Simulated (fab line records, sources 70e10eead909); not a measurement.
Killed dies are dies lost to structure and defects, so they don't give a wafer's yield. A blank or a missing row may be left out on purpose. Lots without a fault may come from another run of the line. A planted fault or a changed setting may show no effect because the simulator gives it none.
Chamber matching | flow nand_harc | NHARC_A_STAIRCASE_CMP_472 on cmp-01: 4 sister chambers
The step polishes SiO2. 4 wafers are shown with their chamber, then 11 later ones without.

WAFERS WITH THEIR CHAMBER
wafer  | chamber | motor_current_A (A)
L077.6 | 2       | 12.4
L084.1 | 1       | 12.5
L089.3 | 0       | 11.0
L086.1 | 3       | 11.8

WAFERS WITHOUT THEIR CHAMBER
wafer  | motor_current_A (A)
L086.3 | 12.1
L086.5 | 11.3
L086.2 | 10.8
L086.4 | 12.3
L086.6 | 11.2
L091.2 | 12.9
L091.5 | 12.1
L091.6 | 12.8
L095.3 | 12.6
L095.5 | 11.9
L095.6 | 11.4

WHICH CHAMBER EACH WENT THROUGH
wafer  | from the rows above          | in truth
L086.3 | can't be placed: 3 or 2 or 1 | 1
L086.5 | can't be placed: 0 or 3      | 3
L086.2 | 0                            | 0
L086.4 | can't be placed: 2 or 1 or 3 | 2
L086.6 | can't be placed: 0 or 3      | 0
L091.2 | can't be placed: 1 or 2      | 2
L091.5 | can't be placed: 3 or 2 or 1 | 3
L091.6 | can't be placed: 1 or 2      | 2
L095.3 | can't be placed: 1 or 2      | 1
L095.5 | can't be placed: 3 or 2 or 1 | 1
L095.6 | can't be placed: 0 or 3      | 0
Placed correctly: 1 of 11. Can't be placed from these rows: 10 (the true chamber is among the candidates in 10). Placed wrongly: 0.
How it was worked out, from the rows above alone: a wafer's distance from a chamber is the root of the sum, over the readings, of the square of ((its reading less the chamber's mean) divided by the reading's scatter). The wafer belongs to the nearest chamber; if the next one is less than 2 further off, it can't be placed. A chamber's mean is the mean of its shown wafers. The scatter: with one shown wafer a chamber, the root of the mean of the squares of how far each hidden wafer lies from its nearest shown one.
